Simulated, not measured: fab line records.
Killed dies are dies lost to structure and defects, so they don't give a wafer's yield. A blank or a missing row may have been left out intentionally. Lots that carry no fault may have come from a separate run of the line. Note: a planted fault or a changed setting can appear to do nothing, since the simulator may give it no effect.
What tool caused it?	flow n5 finfet	21 lots, 63 wafers sampled, at 6 steps of a route of 1938

## WHAT EACH GAUGE READ, for each wafer
No reading from a measuring or inspecting step in the record can be judged against a usual standard deviation.

## TOOL THAT RAN EACH LOT (tool first, then ch and the chambers of the sampled wafers, then the start)
lot	N5_BEOL_M2_PECVD_72	N5_BEOL_M2_DESCUM_33	N5_BEOL_M2_ETCH_70	N5_BEOL_M2_TRENCH_ETCH_37	N5_BEOL_M2_ETCH_41	N5_BEOL_M2_SPUTTER_79
L075	pecvd-03 ch 0,1,2, day 6 13:54	rie diel-06 ch 0,1, day 6 16:15	rie diel-04 ch 0,2,3, day 6 20:48	rie diel-04 ch 0,2,3, day 6 22:46 or earlier	rie diel-04 ch 0,2,3, day 6 22:46 or earlier	pvd sputter-03, day 6 22:46
L076	pecvd-04 ch 0,1,2, day 6 15:23	rie diel-02 ch 0,2, day 6 17:41	rie diel-04 ch 0,3, day 7 03:55	rie diel-04 ch 0,3, day 7 05:29 or earlier	rie diel-04 ch 0,3, day 7 05:29 or earlier	pvd sputter-01, day 7 05:29
L077	pecvd-01 ch 1,2, day 7 04:38	rie diel-02 ch 0,2, day 7 07:05	rie diel-06 ch 1,3, day 7 08:40	rie diel-06 ch 1,3, day 7 10:19 or earlier	rie diel-06 ch 1,3, day 7 10:19 or earlier	pvd sputter-01, day 7 10:19
L079	pecvd-03 ch 0,1,2, day 7 14:59	rie diel-06 ch 0,1,2, day 7 16:55	rie diel-02 ch 2,3, day 7 23:35	rie diel-02 ch 2,3, day 8 01:11 or earlier	rie diel-02 ch 2,3, day 8 01:11 or earlier	pvd sputter-01, day 8 01:11
L080	pecvd-03 ch 0,2, day 7 22:38	rie diel-02 ch 1,3, day 8 00:53	rie diel-04 ch 0,1,2, day 8 04:19	rie diel-04 ch 0,1,2, day 8 06:43 or earlier	rie diel-04 ch 0,1,2, day 8 06:43 or earlier	pvd sputter-01, day 8 06:43
L081	pecvd-03 ch 0,1, day 8 09:27	rie diel-04 ch 0,1,2, day 8 13:04	rie diel-02 ch 2,3, day 8 15:03	rie diel-02 ch 2,3, day 8 17:15 or earlier	rie diel-02 ch 2,3, day 8 17:15 or earlier	pvd sputter-03, day 8 17:15
L082	pecvd-04 ch 0,1, day 8 12:28	rie diel-04 ch 0,1,2, day 8 16:41	rie diel-02 ch 0,1,2, day 8 18:26	rie diel-02 ch 0,1,2, day 8 20:40 or earlier	rie diel-02 ch 0,1,2, day 8 20:40 or earlier	pvd sputter-01, day 8 20:40
L083	pecvd-03 ch 0,2, day 8 16:52	rie diel-06 ch 0,2, day 8 20:38	rie diel-04 ch 0,2,3, day 8 22:48	rie diel-04 ch 0,2,3, day 9 00:44 or earlier	rie diel-04 ch 0,2,3, day 9 00:44 or earlier	pvd sputter-02, day 9 00:44
L084	pecvd-03 ch 0,1,2, day 8 21:29	rie diel-02 ch 1,2,3, day 9 01:22	rie diel-02 ch 0,1,2, day 9 03:10	rie diel-02 ch 0,1,2, day 9 04:58 or earlier	rie diel-02 ch 0,1,2, day 9 04:58 or earlier	pvd sputter-02, day 9 04:58
L086	pecvd-04 ch 0,1, day 9 14:34	rie diel-06 ch 1,2,3, day 9 17:00	rie diel-02 ch 0,2,3, day 9 20:21	rie diel-02 ch 0,2,3, day 9 23:13 or earlier	rie diel-02 ch 0,2,3, day 9 23:13 or earlier	pvd sputter-03, day 9 23:13
L087	pecvd-01 ch 0,1, day 9 20:22	rie diel-04 ch 1,3, day 9 22:01	rie diel-02 ch 0,3, day 10 00:46	rie diel-02 ch 0,3, day 10 02:25 or earlier	rie diel-02 ch 0,3, day 10 02:25 or earlier	pvd sputter-03, day 10 02:25
L088	pecvd-03 ch 0,1, day 9 23:22	rie diel-06 ch 0,2, day 10 02:44	rie diel-04 ch 0,2,3, day 10 15:48	rie diel-04 ch 0,2,3, day 10 17:35 or earlier	rie diel-04 ch 0,2,3, day 10 17:35 or earlier	pvd sputter-02, day 10 17:35
L089	pecvd-01 ch 0,1,2, day 9 23:29	rie diel-04 ch 0,1,3, day 10 02:34	rie diel-06 ch 1,2, day 10 13:14	rie diel-06 ch 1,2, day 10 16:10 or earlier	rie diel-06 ch 1,2, day 10 16:10 or earlier	pvd sputter-03, day 10 16:10
L091	pecvd-03 ch 0,1, day 10 16:59	rie diel-04 ch 0,3, day 10 22:06	rie diel-04 ch 0,3, day 10 23:04	rie diel-04 ch 0,3, day 11 00:25 or earlier	rie diel-04 ch 0,3, day 11 00:25 or earlier	pvd sputter-01, day 11 00:25
L090	pecvd-04 ch 0,1, day 10 17:44	rie diel-04 ch 0,1,2, day 11 00:26	rie diel-06 ch 0,1,2, day 11 06:52	rie diel-06 ch 0,1,2, day 11 08:54 or earlier	rie diel-06 ch 0,1,2, day 11 08:54 or earlier	pvd sputter-03, day 11 08:54
L092	pecvd-03 ch 0,2, day 10 23:34	rie diel-04 ch 0,3, day 11 03:31	rie diel-04 ch 0,1,2, day 11 06:50	rie diel-04 ch 0,1,2, day 11 08:27 or earlier	rie diel-04 ch 0,1,2, day 11 08:27 or earlier	pvd sputter-01, day 11 08:27
L093	pecvd-03 ch 0,1, day 11 18:34	rie diel-06 ch 0,2,3, day 11 21:26	rie diel-02 ch 0,1,3, day 12 04:42	rie diel-02 ch 0,1,3, day 12 06:13 or earlier	rie diel-02 ch 0,1,3, day 12 06:13 or earlier	pvd sputter-02, day 12 06:13
L095	pecvd-04 ch 0,1, day 11 21:11	rie diel-04 ch 0,1,3, day 11 23:56	rie diel-02 ch 0,2,3, day 12 06:41	rie diel-02 ch 0,2,3, day 12 08:32 or earlier	rie diel-02 ch 0,2,3, day 12 08:32 or earlier	pvd sputter-03, day 12 08:32
L094	pecvd-04 ch 0,1,2, day 12 02:29	rie diel-02 ch 1,2, day 12 05:02	rie diel-06 ch 1,3, day 12 07:26	rie diel-06 ch 1,3, day 12 09:05 or earlier	rie diel-06 ch 1,3, day 12 09:05 or earlier	pvd sputter-02, day 12 09:05
L096	pecvd-01 ch 0,1,2, day 12 02:50	rie diel-04 ch 0,1,2, day 12 05:14	rie diel-06 ch 0,3, day 12 07:55	rie diel-06 ch 0,3, day 12 11:33 or earlier	rie diel-06 ch 0,3, day 12 11:33 or earlier	pvd sputter-01, day 12 11:33
L097	pecvd-03 ch 0,2, day 12 03:51	rie diel-04 ch 0,1,3, day 12 07:02	rie diel-02 ch 0,3, day 12 10:33	rie diel-02 ch 0,3, day 12 12:04 or earlier	rie diel-02 ch 0,3, day 12 12:04 or earlier	pvd sputter-03, day 12 12:04
- N5_BEOL_M2_PECVD_72: deposits SiO2 from TEOS/O2, target thk 16 nm, time 18 s.
- N5_BEOL_M2_DESCUM_33: chemistry O2, time 7 s.
- N5_BEOL_M2_ETCH_70: etches SOC in N2/H2, target depth 80 nm, overetch 24 nm, time 130 s.
- N5_BEOL_M2_TRENCH_ETCH_37: etches SiOC in C4F6/O2, target depth 55.555 nm, time 29.2 s.
- N5_BEOL_M2_ETCH_41: etches SiCN in CH3F/O2, target depth 29.9 nm, time 52.5 s.
- N5_BEOL_M2_SPUTTER_79: material Cu, target thk 4.5 nm, time 8.29 s.

## WHAT THE TOOLS THEMSELVES READ (means of the sampled wafers that have a number; where no wafer has one, the mark that the record gives instead)
N5_BEOL_M2_PECVD_72. Usual: heater power w 765 W, standard deviation 100; showerhead plenum p Torr 8.78 Torr, standard deviation 0.057; throttle valve pct 22.2 %, standard deviation 0.78.
lot	tool	heater power w (W)	showerhead plenum p Torr (Torr)	throttle valve pct (%)	flag
L075	pecvd-03	728	8.78	22.5	
L076	pecvd-04	808	8.77	22.1	
L077	pecvd-01	797	8.75	21.7	
L079	pecvd-03	746	8.81	22.4	
L080	pecvd-03	691	8.82	22.4	
L081	pecvd-03	714	8.73	23.1	
L082	pecvd-04	944	8.78	22.3	
L083	pecvd-03	669	8.77	22.8	
L084	pecvd-03	661	8.78	22.4	
L086	pecvd-04	957	8.78	22.3	
L087	pecvd-01	803	8.77	22.2	
L088	pecvd-03	640	8.78	22.6	
L089	pecvd-01	828	8.77	21.7	
L091	pecvd-03	709	8.74	23.1	
L090	pecvd-04	780	8.75	22.6	
L092	pecvd-03	698	8.82	22.4	
L093	pecvd-03	644	8.75	23.0	
L095	pecvd-04	816	8.75	22.7	
L094	pecvd-04	845	8.77	21.9	
L096	pecvd-01	797	8.77	21.8	
L097	pecvd-03	768	8.81	22.4	

N5_BEOL_M2_DESCUM_33. Usual: drypump motor current A 5.6 A, standard deviation 0.49; oes product au 0.81 a.u., standard deviation 0.087; rf vpp V 243.3 V, standard deviation 1.1; showerhead plenum p Torr 2.10 Torr, standard deviation 0.05; throttle valve pct 20.33 %, standard deviation 0.23.
lot	tool	drypump motor current A (A)	oes product au (a.u.)	rf vpp V (V)	showerhead plenum p Torr (Torr)	throttle valve pct (%)	flag
L075	rie diel-06	5.6	0.80	243.4	2.10	20.33	
L076	rie diel-02	4.9	0.76	242.9	2.06	20.60	
L077	rie diel-02	5.0	0.71	242.7	2.02	20.63	
L079	rie diel-06	5.7	0.84	242.6	2.08	20.34	
L080	rie diel-02	6.2	0.90	244.5	2.16	20.19	
L081	rie diel-04	5.6	0.83	243.3	2.11	20.19	
L082	rie diel-04	5.6	0.82	242.8	2.11	20.20	
L083	rie diel-06	5.9	0.76	243.2	2.05	20.34	
L084	rie diel-02	5.8	0.85	244.8	2.12	20.33	
L086	rie diel-06	5.5	0.81	243.2	2.08	20.46	
L087	rie diel-04	5.5	0.76	242.5	2.09	20.50	
L088	rie diel-06	5.9	0.75	242.6	2.05	20.35	
L089	rie diel-04	5.7	0.77	243.9	2.10	20.33	
L091	rie diel-04	6.0	0.80	244.0	2.11	20.12	
L090	rie diel-04	5.6	0.79	243.1	2.10	20.23	
L092	rie diel-04	6.0	0.79	243.1	2.11	20.13	
L093	rie diel-06	5.6	0.84	243.4	2.05	20.34	
L095	rie diel-04	5.7	0.75	242.5	2.09	20.36	
L094	rie diel-02	5.5	0.81	243.2	2.07	20.52	
L096	rie diel-04	5.7	0.78	242.7	2.10	20.25	
L097	rie diel-04	5.7	0.75	244.3	2.09	20.36	

N5_BEOL_M2_ETCH_70. Usual: drypump motor current A 5.6 A, standard deviation 0.58; n2 flow sccm 200.1 sccm, standard deviation 0.64; oes product au 0.61 a.u., standard deviation 0.056; rf vpp V 524.6 V, standard deviation 2.2; showerhead plenum p Torr 2.57 Torr, standard deviation 0.076; throttle valve pct 17.74 %, standard deviation 0.21.
lot	tool	drypump motor current A (A)	n2 flow sccm (sccm)	oes product au (a.u.)	rf vpp V (V)	showerhead plenum p Torr (Torr)	throttle valve pct (%)	flag
L075	rie diel-04	5.6	199.9	0.63	524.8	2.58	17.51	
L076	rie diel-04	6.0	200.5	0.61	524.7	2.58	17.44	
L077	rie diel-06	5.2	200.4	0.63	524.4	2.58	17.83	
L079	rie diel-02	5.6	199.8	0.63	526.5	2.66	17.73	
L080	rie diel-04	5.6	200.3	0.60	523.4	2.56	17.59	
L081	rie diel-02	5.6	200.4	0.62	526.1	2.65	17.75	
L082	rie diel-02	5.5	200.8	0.66	525.3	2.59	17.77	
L083	rie diel-04	5.6	200.2	0.62	523.9	2.57	17.54	
L084	rie diel-02	5.5	199.6	0.65	525.5	2.59	17.78	
L086	rie diel-02	5.3	200.1	0.62	526.3	2.65	17.77	
L087	rie diel-02	5.3	200.3	0.65	529.1	2.70	17.64	
L088	rie diel-04	5.7	200.0	0.60	524.6	2.56	17.57	
L089	rie diel-06	5.6	199.3	0.63	523.7	2.56	17.76	
L091	rie diel-04	6.0	200.1	0.58	524.1	2.56	17.51	
L090	rie diel-06	5.8	200.2	0.58	523.1	2.52	17.81	
L092	rie diel-04	5.6	199.9	0.58	523.2	2.55	17.63	
L093	rie diel-02	5.9	200.1	0.65	526.1	2.63	17.67	
L095	rie diel-02	5.3	200.4	0.61	527.1	2.65	17.79	
L094	rie diel-06	5.1	200.0	0.69	522.7	2.54	17.72	
L096	rie diel-06	5.3	200.0	0.65	522.5	2.51	17.77	
L097	rie diel-02	5.6	200.1	0.63	527.9	2.69	17.65	

N5_BEOL_M2_TRENCH_ETCH_37. Usual: O2_flow_sccm 10.00 sccm, standard deviation 0.032; drypump motor current A 5.6 A, standard deviation 0.58; oes product au 0.84 a.u., standard deviation 0.08; rf vpp V 664 V, standard deviation 6.8; showerhead plenum p Torr 2.88 Torr, standard deviation 0.084; throttle valve pct 20.76 %, standard deviation 0.17.
lot	tool	O2_flow_sccm (sccm)	drypump motor current A (A)	oes product au (a.u.)	rf vpp V (V)	showerhead plenum p Torr (Torr)	throttle valve pct (%)	flag
L075	rie diel-04	9.98	5.6	0.87	671	2.90	20.63	
L076	rie diel-04	9.97	6.0	0.84	673	2.90	20.56	
L077	rie diel-06	10.00	5.2	0.86	662	2.88	20.87	
L079	rie diel-02	10.00	5.6	0.86	669	2.96	20.70	
L080	rie diel-04	10.02	5.6	0.83	665	2.87	20.65	
L081	rie diel-02	10.01	5.6	0.85	668	2.95	20.71	
L082	rie diel-02	10.01	5.5	0.89	660	2.89	20.80	
L083	rie diel-04	10.00	5.6	0.84	671	2.89	20.64	
L084	rie diel-02	10.01	5.5	0.88	660	2.89	20.80	
L086	rie diel-02	10.01	5.3	0.87	667	2.96	20.79	
L087	rie diel-02	10.00	5.3	0.90	667	3.02	20.73	
L088	rie diel-04	9.99	5.6	0.83	670	2.88	20.67	
L089	rie diel-06	9.98	5.6	0.86	664	2.86	20.84	
L091	rie diel-04	9.99	6.0	0.80	673	2.88	20.60	
L090	rie diel-06	10.00	5.7	0.80	663	2.83	20.87	
L092	rie diel-04	9.99	5.6	0.79	666	2.86	20.69	
L093	rie diel-02	10.00	5.9	0.88	664	2.93	20.69	
L095	rie diel-02	10.03	5.3	0.83	666	2.95	20.81	
L094	rie diel-06	10.01	5.1	0.95	659	2.83	20.73	
L096	rie diel-06	10.00	5.3	0.90	659	2.80	20.74	
L097	rie diel-02	9.97	5.6	0.87	671	3.00	20.68	

N5_BEOL_M2_ETCH_41. Usual: O2_flow_sccm 20.00 sccm, standard deviation 0.059; drypump motor current A 5.6 A, standard deviation 0.58; oes product au 0.84 a.u., standard deviation 0.08; rf vpp V 297.7 V, standard deviation 1.4; showerhead plenum p Torr 2.02 Torr, standard deviation 0.061; throttle valve pct 16.21 %, standard deviation 0.18.
lot	tool	O2_flow_sccm (sccm)	drypump motor current A (A)	oes product au (a.u.)	rf vpp V (V)	showerhead plenum p Torr (Torr)	throttle valve pct (%)	flag
L075	rie diel-04	20.02	5.7	0.86	298.2	2.04	16.05	
L076	rie diel-04	19.94	6.0	0.83	297.7	2.03	16.00	
L077	rie diel-06	20.00	5.2	0.85	297.7	2.03	16.32	
L079	rie diel-02	20.02	5.6	0.86	298.4	2.08	16.15	
L080	rie diel-04	19.96	5.6	0.83	297.0	2.02	16.09	
L081	rie diel-02	20.01	5.6	0.85	299.2	2.08	16.17	
L082	rie diel-02	19.98	5.6	0.89	297.1	2.03	16.23	
L083	rie diel-04	20.01	5.7	0.84	297.6	2.03	16.07	
L084	rie diel-02	20.02	5.5	0.89	298.0	2.03	16.23	
L086	rie diel-02	19.96	5.3	0.86	298.8	2.08	16.23	
L087	rie diel-02	19.99	5.3	0.91	299.7	2.13	16.14	
L088	rie diel-04	19.97	5.6	0.82	298.2	2.02	16.10	
L089	rie diel-06	19.97	5.6	0.86	297.0	2.01	16.27	
L091	rie diel-04	20.04	6.0	0.80	298.0	2.02	16.06	
L090	rie diel-06	20.01	5.7	0.79	296.7	1.99	16.32	
L092	rie diel-04	20.05	5.6	0.79	297.6	2.01	16.15	
L093	rie diel-02	19.94	5.9	0.88	297.8	2.06	16.12	
L095	rie diel-02	19.96	5.3	0.84	298.7	2.08	16.25	
L094	rie diel-06	20.04	5.1	0.94	296.2	1.99	16.15	
L096	rie diel-06	19.96	5.3	0.90	296.5	1.96	16.19	
L097	rie diel-02	20.01	5.6	0.87	299.4	2.12	16.11	

N5_BEOL_M2_SPUTTER_79. Usual: chamber pressure pa 0.06999 Pa, standard deviation 0.00014; throttle valve pct 30.1 %, standard deviation 0.43.
lot	tool	chamber pressure pa (Pa)	throttle valve pct (%)	flag
L075	pvd sputter-03	0.06997	30.1	
L076	pvd sputter-01	0.06991	29.9	
L077	pvd sputter-01	0.07001	30.0	
L079	pvd sputter-01	0.06996	30.3	
L080	pvd sputter-01	0.07005	30.6	
L081	pvd sputter-03	0.07012	30.0	
L082	pvd sputter-01	0.06985	29.9	
L083	pvd sputter-02	0.06994	29.9	
L084	pvd sputter-02	0.07000	30.0	
L086	pvd sputter-03	0.07004	29.9	
L087	pvd sputter-03	0.06993	30.2	
L088	pvd sputter-02	0.06989	30.2	
L089	pvd sputter-03	0.06997	30.1	
L091	pvd sputter-01	0.06991	29.9	
L090	pvd sputter-03	0.07007	29.7	
L092	pvd sputter-01	0.07010	30.0	
L093	pvd sputter-02	0.06982	30.1	
L095	pvd sputter-03	0.06982	30.1	
L094	pvd sputter-02	0.07004	29.8	
L096	pvd sputter-01	0.06997	30.3	
L097	pvd sputter-03	0.07009	29.8	

## THE ANSWER, worked out from the rows above alone
Rule: lot off if the mean of its wafers having a number is beyond 3 standard deviations from the usual mean. A lot without any number at a reading at which 4 lots or more have one is off too. The other lots that the step has rows for count as sound. After the gauges, taken in route order, come the tools' own readings; for these a lot's mean is taken, as printed above. At the first step where some lot is off, the reading lying furthest off is the one used; lots without a number count as furthest.
Nothing can be told from this: no lot is off at any reading shown.

## WHAT THE SIMULATOR HAD PUT IN
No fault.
